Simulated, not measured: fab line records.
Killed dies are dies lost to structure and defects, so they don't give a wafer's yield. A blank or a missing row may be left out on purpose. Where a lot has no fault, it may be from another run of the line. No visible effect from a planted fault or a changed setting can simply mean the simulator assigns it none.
fab line records -- flow nand_harc
[record] lots = 5, wafers = 14, last_day = 25
route steps=1159 shown A_ONON_D1@426 END@1159
lots with no fault: from the same line, run without faults
start_h: the number of hours between the record's first day and the start of the first shown wafer of the lot -- wait_h: hours from the lot's prior step to this one -- " same as the row above -- L1.1+2: one row covering several wafers at once -- - no value, or no start was given -- * or withheld: withheld -- < > ~ a bound
route shown NAME@n: a module of which the file shows steps, and the number in the route of the first -- usual: mean/standard deviation of fault-free wafers -- same: alike in all rows -- chamber/n: place in a boat -- sites: each site's reading -- _std_site: their standard deviation -- _edge_site: the outer-site mean with the inner-site mean subtracted -- radius_mm: for every site, how far away it sits from the centre of the wafer -- mask NAME#n: copy n -- behind: the last tool/chamber to shape the wafer -- hold: cause of the lot's hold/its duration in hours/its outcome -- device: transistor that didn't switch, given as n, p or np -- end of line: the route-end tests of the same wafers -- for a step that has no rows: nothing shown but its recipe -- killed: the dies lost at the first sort to structure and to defects; this is not the yield of the wafer -- map: a wafer's dies, marking killed ones x, the rest . and places with no die _
set.NAME: the run value of the setting; set.NAME@STEP: its run value at that earlier step -- model.NAME: the simulator's own value behind a step, which no gauge read
lots at some steps of the route; a table a step, a row a wafer
services: from which hour (start_h, from the record's first day; less than 0 if before it) a tool's chamber was out of use, for how many hours, and why
[[steps]]
[step NHARC_A_ONON_D1_DEP_03]
[recipe] target_thk_a = 10000, n2_flow_sccm = 2750, n2o_flow_sccm = 2000, nh3_flow_sccm = 500, sih4_flow_sccm = 210, temp_c = 400
[step NHARC_A_ONON_D1_THK_MEAS_05]
[recipe] thk_meas_gauge = ellipsometry
[usual] thk_nm = 1002/11
lot.wafer,tool,chamber,start_h,wait_h,thk_nm
L556.2,film_metro-01,-,189.87,-,1008
L556.3,film_metro-01,-,189.87,-,1010
L556.5,film_metro-01,-,189.87,-,1009
L558.3,film_metro-01,-,201.58,-,998
L558.4,film_metro-01,-,201.58,-,998
L558.6,film_metro-01,-,201.58,-,1000
L567.3,film_metro-01,-,252.76,-,1020
L567.5,film_metro-01,-,252.76,-,1020
L572.1,film_metro-02,-,276.78,-,983
L572.2,film_metro-02,-,276.78,-,981
L572.6,film_metro-02,-,276.78,-,983
L574.1,film_metro-02,-,293.18,-,990
L574.2,film_metro-02,-,293.18,-,989
L574.5,film_metro-02,-,293.18,-,989
[step NHARC_A_ONON_D1_DEP_06]
[recipe] target_thk_a = 10000, n2_flow_sccm = 2750, n2o_flow_sccm = 2000, nh3_flow_sccm = 500, sih4_flow_sccm = 210, temp_c = 400
[step NHARC_A_ONON_D1_THK_MEAS_08]
[recipe] thk_meas_gauge = ellipsometry
[usual] thk_nm = 1000/7.8
lot.wafer,tool,chamber,start_h,wait_h,thk_nm
L556.2,film_metro-02,-,190.43,-,991
L556.3,film_metro-02,-,190.43,-,989
L556.5,film_metro-02,-,190.43,-,988
L558.3,film_metro-01,-,202.14,-,1001
L558.4,film_metro-01,-,202.14,-,1001
L558.6,film_metro-01,-,202.14,-,999
L567.3,film_metro-02,-,253.35,-,1009
L567.5,film_metro-02,-,253.35,-,1007
L572.1,film_metro-01,-,277.35,-,1002
L572.2,film_metro-01,-,277.35,-,1001
L572.6,film_metro-01,-,277.35,-,1002
L574.1,film_metro-01,-,293.75,-,1002
L574.2,film_metro-01,-,293.75,-,1001
L574.5,film_metro-01,-,293.75,-,1000
[step NHARC_A_ONON_D1_DEP_09]
[recipe] target_thk_a = 10000, n2_flow_sccm = 2750, n2o_flow_sccm = 2000, nh3_flow_sccm = 500, sih4_flow_sccm = 210, temp_c = 400
[step NHARC_A_ONON_D1_THK_MEAS_11]
[recipe] thk_meas_gauge = ellipsometry
[usual] thk_nm = 998/9
lot.wafer,tool,chamber,start_h,wait_h,thk_nm
L556.2,film_metro-01,-,191.00,-,986
L556.3,film_metro-01,-,191.00,-,987
L556.5,film_metro-01,-,191.00,-,987
L558.3,film_metro-01,-,202.71,-,993
L558.4,film_metro-01,-,202.71,-,994
L558.6,film_metro-01,-,202.71,-,996
L567.3,film_metro-02,-,253.92,-,994
L567.5,film_metro-02,-,253.92,-,995
L572.1,film_metro-01,-,277.92,-,989
L572.2,film_metro-01,-,277.92,-,991
L572.6,film_metro-01,-,277.92,-,990
L574.1,film_metro-02,-,294.31,-,998
L574.2,film_metro-02,-,294.31,-,996
L574.5,film_metro-02,-,294.31,-,997
[step NHARC_A_ONON_D1_DEP_12]
[recipe] target_thk_a = 10000, n2_flow_sccm = 2750, n2o_flow_sccm = 2000, nh3_flow_sccm = 500, sih4_flow_sccm = 210, temp_c = 400
[step NHARC_A_ONON_D1_THK_MEAS_14]
[recipe] thk_meas_gauge = ellipsometry
[usual] thk_nm = 1004/11
lot.wafer,tool,chamber,start_h,wait_h,thk_nm
L556.2,film_metro-01,-,191.57,-,998
L556.3,film_metro-01,-,191.57,-,998
L556.5,film_metro-01,-,191.57,-,997
L558.3,film_metro-01,-,203.28,-,988
L558.4,film_metro-01,-,203.28,-,987
L558.6,film_metro-01,-,203.28,-,985
L567.3,film_metro-02,-,254.52,-,1023
L567.5,film_metro-02,-,254.52,-,1025
L572.1,film_metro-01,-,278.48,-,1003
L572.2,film_metro-01,-,278.48,-,1005
L572.6,film_metro-01,-,278.48,-,1002
L574.1,film_metro-01,-,294.88,-,998
L574.2,film_metro-01,-,294.88,-,999
L574.5,film_metro-01,-,294.88,-,998
[step NHARC_A_ONON_D1_ANNEAL_15]
[recipe] temp_c = 750, time_s = 3600
[step NHARC_A_ONON_D1_DEP_16]
[recipe] target_thk_a = 10000, n2_flow_sccm = 2750, n2o_flow_sccm = 2000, nh3_flow_sccm = 500, sih4_flow_sccm = 210, temp_c = 400
[step NHARC_A_ONON_D1_THK_MEAS_18]
[recipe] thk_meas_gauge = ellipsometry
[usual] thk_nm = 999/9.6
lot.wafer,tool,chamber,start_h,wait_h,thk_nm
L556.2,film_metro-02,-,198.67,-,989
L556.3,film_metro-02,-,198.67,-,988
L556.5,film_metro-02,-,198.67,-,990
L558.3,film_metro-02,-,210.38,-,988
L558.4,film_metro-02,-,210.38,-,991
L558.6,film_metro-02,-,210.38,-,990
L567.3,film_metro-02,-,264.28,-,994
L567.5,film_metro-02,-,264.28,-,995
L572.1,film_metro-01,-,285.00,-,990
L572.2,film_metro-01,-,285.00,-,992
L572.6,film_metro-01,-,285.00,-,992
L574.1,film_metro-02,-,306.90,-,1024
L574.2,film_metro-02,-,306.90,-,1023
L574.5,film_metro-02,-,306.90,-,1023
[step NHARC_A_ONON_D1_DEP_19]
[recipe] target_thk_a = 10000, n2_flow_sccm = 2750, n2o_flow_sccm = 2000, nh3_flow_sccm = 500, sih4_flow_sccm = 210, temp_c = 400
[usual] susceptor_temp_C = 400.00/0.22
lot.wafer,tool,chamber,start_h,wait_h,susceptor_temp_C
L556.2,pecvd_onon-02,0,198.78,0.1,400.05
L556.3,pecvd_onon-02,0,198.78,0.1,400.43
L556.5,pecvd_onon-02,0,198.78,0.1,400.11
L558.3,pecvd_onon-01,0,210.78,0.4,400.31
L558.4,pecvd_onon-01,0,210.78,0.4,400.24
L558.6,pecvd_onon-01,0,210.78,0.4,400.28
L567.3,pecvd_onon-01,0,264.45,0.2,399.71
L567.5,pecvd_onon-01,0,264.45,0.2,399.71
L572.1,pecvd_onon-03,0,285.18,0.2,400.03
L572.2,pecvd_onon-03,0,285.18,0.2,399.81
L572.6,pecvd_onon-03,0,285.18,0.2,399.87
L574.1,pecvd_onon-03,0,306.96,0.1,399.96
L574.2,pecvd_onon-03,0,306.96,0.1,399.92
L574.5,pecvd_onon-03,0,306.96,0.1,399.92
[step NHARC_A_ONON_D1_THK_MEAS_21]
[recipe] thk_meas_gauge = ellipsometry
[usual] thk_nm = 996/10
lot.wafer,tool,chamber,start_h,wait_h,thk_nm
L556.2,film_metro-02,-,199.24,-,997
L556.3,film_metro-02,-,199.24,-,997
L556.5,film_metro-02,-,199.24,-,999
L558.3,film_metro-02,-,211.18,-,995
L558.4,film_metro-02,-,211.18,-,995
L558.6,film_metro-02,-,211.18,-,996
L567.3,film_metro-02,-,264.85,-,1534
L567.5,film_metro-02,-,264.85,-,998
L572.1,film_metro-02,-,285.68,-,981
L572.2,film_metro-02,-,285.68,-,979
L572.6,film_metro-02,-,285.68,-,978
L574.1,film_metro-02,-,307.47,-,1016
L574.2,film_metro-02,-,307.47,-,1019
L574.5,film_metro-02,-,307.47,-,1018
[step NHARC_A_ONON_D1_DEP_22]
[recipe] target_thk_a = 10000, n2_flow_sccm = 2750, n2o_flow_sccm = 2000, nh3_flow_sccm = 500, sih4_flow_sccm = 210, temp_c = 400
[step NHARC_END_SORT_01]
[recipe] temp_c = 25
[usual] killed_at_array = 26/9.1, killed_at_other = 0.7/0.9, killed_at_periphery = 3.6/2.8, killed_dies = 30/9.2, killed_open = 3.0/1.9, killed_short = 2.0/1.4
[same] gross_dies = 677
lot.wafer,tool,chamber,start_h,wait_h,killed_at_array,killed_at_other,killed_at_periphery,killed_dies,killed_open,killed_short
L567.3,prober-01,0,555.53,3.1,662,1,14,677,2,4
// killed by level:class
L567.3 A_ONON_D1:area_dep=629 A_SLIT:chamber_film_flake=17 A_CHANNEL_HOLE_D1:chamber_film_flake=7 P_BONDPAD:chamber_film_flake=6 P_M1:chamber_film_flake=4 P_ZERO_WELL:chamber_film_flake=3 A_CONTACT:chamber_film_flake=3 P_GATE:geometric_particle:short=1
// map L567.3 (x killed, . not)
____________x____________
_________xxxxxxx_________
_______xxxxxxxxxxx_______
______xxxxxxxxxxxxx______
_____xxxxxxxxxxxxxxx_____
____xxxxxxxxxxxxxxxxx____
____xxxxxxxxxxxxxxxxx____
___xxxxxxxxxxxxxxxxxxx___
___xxxxxxxxxxxxxxxxxxx___
__xxxxxxxxxxxxxxxxxxxxx__
__xxxxxxxxxxxxxxxxxxxxx__
_xxxxxxxxxxxxxxxxxxxxxxx_
_xxxxxxxxxxxxxxxxxxxxxxx_
_xxxxxxxxxxxxxxxxxxxxxxx_
_xxxxxxxxxxxxxxxxxxxxxxx_
_xxxxxxxxxxxxxxxxxxxxxxx_
xxxxxxxxxxxxxxxxxxxxxxxxx
xxxxxxxxxxxxxxxxxxxxxxxxx
xxxxxxxxxxxxxxxxxxxxxxxxx
xxxxxxxxxxxxxxxxxxxxxxxxx
xxxxxxxxxxxxxxxxxxxxxxxxx
_xxxxxxxxxxxxxxxxxxxxxxx_
_xxxxxxxxxxxxxxxxxxxxxxx_
_xxxxxxxxxxxxxxxxxxxxxxx_
_xxxxxxxxxxxxxxxxxxxxxxx_
_xxxxxxxxxxxxxxxxxxxxxxx_
__xxxxxxxxxxxxxxxxxxxxx__
__xxxxxxxxxxxxxxxxxxxxx__
___xxxxxxxxxxxxxxxxxxx___
___xxxxxxxxxxxxxxxxxxx___
____xxxxxxxxxxxxxxxxx____
____xxxxxxxxxxxxxxxxx____
_____xxxxxxxxxxxxxxx_____
______xxxxxxxxxxxxx______
_______xxxxxxxxxxx_______
_________xxxxxxx_________
____________x____________
// map L558.4 (x killed, . not)
____________.____________
_________......._________
_______..........x_______
______.............______
_____..............._____
____.................____
____.................____
___...................___
___.........x.........___
__.....................__
__.....................__
_......................._
_......................x_
_......x.x.............._
_......................._
_...............x......._
......x.................x
.......x.................
......x............x.....
.....x..xx...............
.xx..xx...............x..
_..xx..................._
_...x..................._
_.xx..x................._
_xx....................._
_..x.xx.x..............._
__.....................__
__........x............__
___....x..............___
___...................___
____.................____
____.............x...____
_____.............x._____
______............x______
_______..........._______
_________......._________
____________.____________
[[services]]
tool,chamber,start_h,hours,kind
pecvd_onon-01,-,195.00,13.0,pm
pecvd_onon-02,-,207.52,1.5,repair
pecvd_onon-02,-,292.10,13.0,pm
[[key]]
[first_sign] step = NHARC_A_ONON_D1_THK_MEAS_21, reading = thk_nm, direction = up, sigmas = 53, usual = 996, struck = 1534
[effect] step = NHARC_END_SORT_01, reading = killed_dies, direction = up, sigmas = 70, usual = 30, struck = 677
[more_kills_born_at] NHARC_A_ONON_D1_DEP_19@pecvd_onon-01 = 629
met_at NHARC_A_ONON_D1_DEP_19
struck_wafers L567.3
later_rows_left_out L567.3
tester_left_out L567
onset_between 210.78 264.45
[fault] kind = process_parameter_drift, tool = pecvd_onon-01, chamber = -, onset_h = 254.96, steps = NHARC_A_ONON_D1_DEP_19, channel = target_thk_a, offset = *, shape = step, end_h = 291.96, scope = struck_wafers_only, acts_in = *, stated = *
// tester_left_out: of these lots the tester's yield and bins aren't shown, on N5 and GAA mostly nor the transistor test; their killed dies are dies lost to structure and defects alone, not to doping, threshold or leakage, so they don't give the yield
// later_rows_left_out: the simulator's readings of these wafers behind a module that went badly wrong aren't trusted and aren't shown, but for the sort
